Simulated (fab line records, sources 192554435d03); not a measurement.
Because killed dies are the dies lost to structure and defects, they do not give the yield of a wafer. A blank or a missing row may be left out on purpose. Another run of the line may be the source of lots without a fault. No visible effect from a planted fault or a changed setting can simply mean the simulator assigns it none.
Which tool is to blame?	flow n5_finfet	72 wafers from 24 lots sampled at 6 of the route's 1938 steps

## WHAT EACH GAUGE READ, for each wafer
N5_BEOL_M11_OCD_MEAS_38.
lot	measured	on	trench_depth_nm (nm)
L075	day 11 05:07	ocd-01	148 149 148
L074	day 11 05:05	ocd-01	143 153 137
L078	day 13 10:04	ocd-01	151 144 151
L077	day 13 10:32	ocd-02	144 146 148
L076	day 13 15:18	ocd-02	148 148 150
L083	day 13 18:40	ocd-01	146 145 147
L080	day 13 23:45	ocd-02	145 147 151
L081	day 14 00:29	ocd-02	147 151 148
L079	day 14 09:26	ocd-01	147 147 150
L082	day 14 11:45	ocd-02	145 146 145
L084	day 14 23:47	ocd-02	145 147 147
L086	day 15 03:31	ocd-01	148 146 146
L085	day 15 07:39	ocd-02	148 147 149
L088	day 15 09:22	ocd-01	149 147 147
L087	day 15 17:02	ocd-02	143 152 143
L091	day 16 00:45	ocd-01	146 154 147
L089	day 16 14:06	ocd-01	145 154 148
L093	day 16 18:07	ocd-02	158 148 157
L090	day 16 20:54	ocd-02	144 145 142
L094	day 17 03:44	ocd-01	151 145 142
L092	day 17 03:53	ocd-02	156 146 156
L095	day 17 10:02	ocd-01	152 146 143
L096	day 18 03:05	ocd-01	143 144 145
L097	day 18 07:22	ocd-02	148 153 145

N5_BEOL_M11_INSPECT_58: inspects for defects (darkfield).
lot	measured	on	raw_defect_count
L075	day 11 09:13	defect_inspect-02	87 117 56
L074	day 11 07:58	defect_inspect-02	91 106 67
L078	day 13 12:15	defect_inspect-02	59 70 57
L077	day 13 13:23	defect_inspect-01	76 56 62
L076	day 13 18:26	defect_inspect-02	83 117 126
L083	day 13 21:20	defect_inspect-02	58 110 78
L080	day 14 02:13	defect_inspect-02	69 91 64
L081	day 14 02:53	defect_inspect-01	71 66 56
L079	day 14 12:34	defect_inspect-01	95 154 92
L082	day 14 15:17	defect_inspect-02	77 111 70
L084	day 15 02:42	defect_inspect-01	62 77 108
L086	day 15 06:05	defect_inspect-02	78 76 88
L085	day 15 09:44	defect_inspect-01	72 68 81
L088	day 15 12:55	defect_inspect-01	55 81 62
L087	day 15 20:05	defect_inspect-01	56 87 69
L091	day 16 04:02	defect_inspect-02	70 53 81
L089	day 16 16:44	defect_inspect-01	67 65 53
L093	day 16 20:44	defect_inspect-01	80 132 83
L090	day 16 23:44	defect_inspect-01	49 63 64
L094	day 17 07:19	defect_inspect-02	67 102 56
L092	day 17 07:25	defect_inspect-01	111 116 75
L095	day 17 14:01	defect_inspect-02	92 122 61
L096	day 18 05:49	defect_inspect-02	66 76 76
L097	day 18 10:23	defect_inspect-02	64 113 134

## WHICH TOOL RAN EACH LOT (tool, then ch and the chambers of the sampled wafers, then the start)
lot	N5_BEOL_M10_DEP_56	N5_BEOL_M11_ETCH_65	N5_BEOL_M11_TRENCH_ETCH_37	N5_BEOL_M11_SURFACE_TREAT_76
L075	pecvd-01 ch 1,2, day 10 23:07	rie_diel-06 ch 1,2,3, day 11 04:40	rie_diel-06 ch 1,2,3, day 11 05:07 or earlier	pvd_sputter-02, day 11 07:04
L074	pecvd-01 ch 0,1, day 10 23:21	rie_diel-05 ch 1,2,3, day 11 04:37	rie_diel-05 ch 1,2,3, day 11 05:05 or earlier	pvd_sputter-03, day 11 06:01
L078	pecvd-03 ch 0,2, day 13 00:46	rie_diel-05 ch 1,3, day 13 09:37	rie_diel-05 ch 1,3, day 13 10:04 or earlier	pvd_sputter-03, day 13 11:04
L077	pecvd-01 ch 0,1, day 13 02:20	rie_diel-06 ch 0,2,3, day 13 10:05	rie_diel-06 ch 0,2,3, day 13 10:32 or earlier	pvd_sputter-03, day 13 12:01
L076	pecvd-04 ch 0,1,2, day 13 11:52	rie_diel-06 ch 0,2,3, day 13 14:51	rie_diel-06 ch 0,2,3, day 13 15:18 or earlier	pvd_sputter-01, day 13 16:25
L083	pecvd-03 ch 0,1,2, day 13 12:56	rie_diel-05 ch 0,1, day 13 18:13	rie_diel-05 ch 0,1, day 13 18:40 or earlier	pvd_sputter-01, day 13 19:46
L080	pecvd-04 ch 0,2, day 13 18:22	rie_diel-05 ch 0,2,3, day 13 23:18	rie_diel-05 ch 0,2,3, day 13 23:45 or earlier	pvd_sputter-01, day 14 00:59
L081	pecvd-04 ch 0,1, day 13 19:17	rie_diel-06 ch 0,2,3, day 14 00:01	rie_diel-06 ch 0,2,3, day 14 00:29 or earlier	pvd_sputter-02, day 14 01:31
L079	pecvd-04 ch 0,1,2, day 14 04:47	rie_diel-06 ch 0,1,3, day 14 08:59	rie_diel-06 ch 0,1,3, day 14 09:26 or earlier	pvd_sputter-03, day 14 10:46
L082	pecvd-01 ch 0,2, day 14 07:02	rie_diel-05 ch 0,2, day 14 11:17	rie_diel-05 ch 0,2, day 14 11:45 or earlier	pvd_sputter-01, day 14 13:56
L084	pecvd-01 ch 1,2, day 14 16:04	rie_diel-05 ch 0,2, day 14 23:20	rie_diel-05 ch 0,2, day 14 23:47 or earlier	pvd_sputter-01, day 15 01:16
L086	pecvd-03 ch 0,2, day 14 21:12	rie_diel-01 ch 0,1,3, day 15 03:03	rie_diel-01 ch 0,1,3, day 15 03:31 or earlier	pvd_sputter-01, day 15 04:47
L085	pecvd-01 ch 1,2, day 15 03:09	rie_diel-06 ch 0,3, day 15 07:11	rie_diel-06 ch 0,3, day 15 07:39 or earlier	pvd_sputter-03, day 15 08:35
L088	pecvd-03 ch 0,1,2, day 15 05:52	rie_diel-01 ch 0,1,3, day 15 08:55	rie_diel-01 ch 0,1,3, day 15 09:22 or earlier	pvd_sputter-03, day 15 11:34
L087	pecvd-01 ch 0,1,2, day 15 12:34	rie_diel-05 ch 0,1,3, day 15 16:36	rie_diel-05 ch 0,1,3, day 15 17:02 or earlier	pvd_sputter-02, day 15 17:59
L091	pecvd-04 ch 1,2, day 15 19:44	rie_diel-06 ch 1,3, day 16 00:17	rie_diel-06 ch 1,3, day 16 00:45 or earlier	pvd_sputter-02, day 16 02:14
L089	pecvd-04 ch 0,2, day 16 09:17	rie_diel-01 ch 0,2,3, day 16 13:39	rie_diel-01 ch 0,2,3, day 16 14:06 or earlier	pvd_sputter-03, day 16 15:34
L093	pecvd-04 ch 0,1, day 16 11:53	rie_diel-06 ch 0,1, day 16 17:40	rie_diel-06 ch 0,1, day 16 18:07 or earlier	pvd_sputter-03, day 16 19:29
L090	pecvd-04 ch 0,1, day 16 17:01	rie_diel-05 ch 0,1,2, day 16 20:26	rie_diel-05 ch 0,1,2, day 16 20:54 or earlier	pvd_sputter-02, day 16 22:07
L094	pecvd-01 ch 0,2, day 16 20:59	rie_diel-05 ch 0,1,3, day 17 03:17	rie_diel-05 ch 0,1,3, day 17 03:44 or earlier	pvd_sputter-03, day 17 06:05
L092	pecvd-01 ch 0,1,2, day 16 22:49	rie_diel-01 ch 1,2, day 17 03:25	rie_diel-01 ch 1,2, day 17 03:53 or earlier	pvd_sputter-03, day 17 06:08
L095	pecvd-04 ch 0,2, day 17 04:38	rie_diel-05 ch 1,2,3, day 17 09:35	rie_diel-05 ch 1,2,3, day 17 10:02 or earlier	pvd_sputter-03, day 17 12:45
L096	pecvd-03 ch 0,1,2, day 17 20:59	rie_diel-05 ch 1,2, day 18 02:37	rie_diel-05 ch 1,2, day 18 03:05 or earlier	pvd_sputter-03, day 18 04:21
L097	pecvd-03 ch 0,1, day 17 23:08	rie_diel-06 ch 0,1,2, day 18 06:55	rie_diel-06 ch 0,1,2, day 18 07:22 or earlier	pvd_sputter-01, day 18 08:57
- N5_BEOL_M10_DEP_56: deposits SiCN from 3MS/NH3, target thk 15 nm, time 26.5 s.
- N5_BEOL_M11_ETCH_65: etches SiARC in CF4, target depth 39 nm, time 65 s.
- N5_BEOL_M11_TRENCH_ETCH_37: etches SiCOH lowk in C4F6/O2, target depth 148.83 nm, time 48 s.
- N5_BEOL_M11_SURFACE_TREAT_76

## WHAT THE TOOLS THEMSELVES READ (means of the sampled wafers that have a number; where no wafer has one, the mark that the record gives instead)
N5_BEOL_M10_DEP_56.
lot	tool	showerhead_plenum_p_Torr (Torr)	throttle_valve_pct (%)
L075	pecvd-01	3.668	9.2
L074	pecvd-01	3.676	9.7
L078	pecvd-03	3.678	8.9
L077	pecvd-01	3.677	10.0
L076	pecvd-04	3.652	9.0
L083	pecvd-03	3.677	9.1
L080	pecvd-04	3.652	8.8
L081	pecvd-04	3.666	9.6
L079	pecvd-04	3.658	9.0
L082	pecvd-01	3.666	9.0
L084	pecvd-01	3.672	9.6
L086	pecvd-03	3.676	9.0
L085	pecvd-01	3.667	9.6
L088	pecvd-03	3.673	9.1
L087	pecvd-01	3.673	9.7
L091	pecvd-04	3.666	9.3
L089	pecvd-04	3.653	8.9
L093	pecvd-04	3.652	9.2
L090	pecvd-04	3.670	9.5
L094	pecvd-01	3.676	9.5
L092	pecvd-01	3.671	9.5
L095	pecvd-04	3.644	8.5
L096	pecvd-03	3.667	9.3
L097	pecvd-03	3.677	9.1

N5_BEOL_M11_ETCH_65.
lot	tool	drypump_motor_current_A (A)	etch_rf_on_time_s (s)	oes_product_au (a.u.)	rf_vpp_V (V)	showerhead_plenum_p_Torr (Torr)	throttle_valve_pct (%)
L075	rie_diel-06	5.89	64.4	0.65	183.4	2.12	15.63
L074	rie_diel-05	5.53	66.0	0.63	183.5	2.08	15.77
L078	rie_diel-05	5.57	62.9	0.67	184.0	2.07	15.54
L077	rie_diel-06	5.78	65.7	0.64	185.0	2.18	15.72
L076	rie_diel-06	5.80	66.1	0.64	184.2	2.18	15.72
L083	rie_diel-05	5.55	66.3	0.60	182.9	2.09	15.85
L080	rie_diel-05	5.74	64.7	0.70	182.6	2.09	15.56
L081	rie_diel-06	5.76	66.5	0.63	185.0	2.18	15.73
L079	rie_diel-06	5.84	65.6	0.63	184.5	2.17	15.67
L082	rie_diel-05	5.75	66.3	0.67	184.0	2.11	15.73
L084	rie_diel-05	5.69	66.7	0.72	183.5	2.10	15.67
L086	rie_diel-01	5.85	64.4	0.69	183.6	2.14	15.40
L085	rie_diel-06	5.72	66.0	0.63	184.5	2.23	15.77
L088	rie_diel-01	5.87	64.3	0.69	184.8	2.14	15.41
L087	rie_diel-05	5.57	64.8	0.62	183.5	2.07	15.72
L091	rie_diel-06	5.68	65.7	0.73	185.9	2.27	15.54
L089	rie_diel-01	5.73	63.2	0.73	184.1	2.14	15.34
L093	rie_diel-06	6.15	62.4	0.77	185.6	2.26	15.30
L090	rie_diel-05	5.52	67.2	0.64	183.8	2.08	15.83
L094	rie_diel-05	5.57	64.6	0.62	182.6	2.07	15.75
L092	rie_diel-01	5.83	63.7	0.75	185.8	2.16	15.49
L095	rie_diel-05	5.52	65.9	0.67	182.9	2.07	15.67
L096	rie_diel-05	5.34	67.2	0.63	183.0	2.05	15.90
L097	rie_diel-06	6.07	64.4	0.67	184.5	2.18	15.55

N5_BEOL_M11_TRENCH_ETCH_37.
lot	tool	C4F6_flow_sccm (sccm)	drypump_motor_current_A (A)	oes_product_au (a.u.)	rf_vpp_V (V)	showerhead_plenum_p_Torr (Torr)	throttle_valve_pct (%)
L075	rie_diel-06	10.00	5.89	0.76	650	2.81	20.90
L074	rie_diel-05	10.00	5.54	0.73	661	2.75	21.02
L078	rie_diel-05	10.02	5.58	0.77	667	2.73	20.79
L077	rie_diel-06	9.99	5.78	0.75	663	2.89	21.05
L076	rie_diel-06	10.01	5.76	0.75	663	2.89	21.06
L083	rie_diel-05	10.01	5.60	0.70	658	2.77	21.06
L080	rie_diel-05	9.99	5.74	0.82	655	2.78	20.82
L081	rie_diel-06	9.99	5.78	0.75	663	2.89	21.06
L079	rie_diel-06	9.98	5.87	0.75	661	2.89	20.99
L082	rie_diel-05	10.02	5.73	0.77	651	2.80	20.96
L084	rie_diel-05	10.02	5.70	0.85	650	2.79	20.94
L086	rie_diel-01	10.01	5.86	0.80	660	2.85	20.78
L085	rie_diel-06	9.99	5.75	0.74	674	2.97	21.15
L088	rie_diel-01	10.00	5.87	0.80	659	2.85	20.79
L087	rie_diel-05	10.01	5.58	0.72	662	2.74	20.95
L091	rie_diel-06	9.99	5.71	0.86	664	3.00	20.85
L089	rie_diel-01	10.05	5.73	0.85	651	2.86	20.72
L093	rie_diel-06	10.03	6.15	0.89	659	3.01	20.63
L090	rie_diel-05	9.99	5.54	0.75	655	2.75	21.06
L094	rie_diel-05	10.03	5.56	0.71	662	2.74	20.97
L092	rie_diel-01	9.99	5.83	0.87	663	2.90	20.98
L095	rie_diel-05	9.98	5.53	0.78	661	2.74	20.93
L096	rie_diel-05	10.01	5.34	0.74	661	2.71	21.14
L097	rie_diel-06	9.97	6.06	0.77	654	2.89	20.85

## THE ANSWER, worked out from the rows above alone
Rule: usual is defined by the lots themselves. The widest of any qualifying gaps counts: lots, ordered by their means at a reading, are off when they make up no more than a third of the lots, leave a main group of 4 or more, and stand apart from it by 3 or more times the standard deviation of that group's means. Not used: any main group whose means are identical at the precision the tables above print for the reading. A lot without any number at a reading at which 4 lots or more have one is off too. All remaining lots with rows at the step are treated as sound. First the gauges in route order, then the tools' own readings, where a lot's mean is used as printed above. The first step at which some lot is off is used, and at that step the reading that is off furthest; a lot without a number counts as furthest.
No lot is off on any of the readings shown, so nothing can be concluded from this.

## WHAT WAS PUT IN BY THE SIMULATOR
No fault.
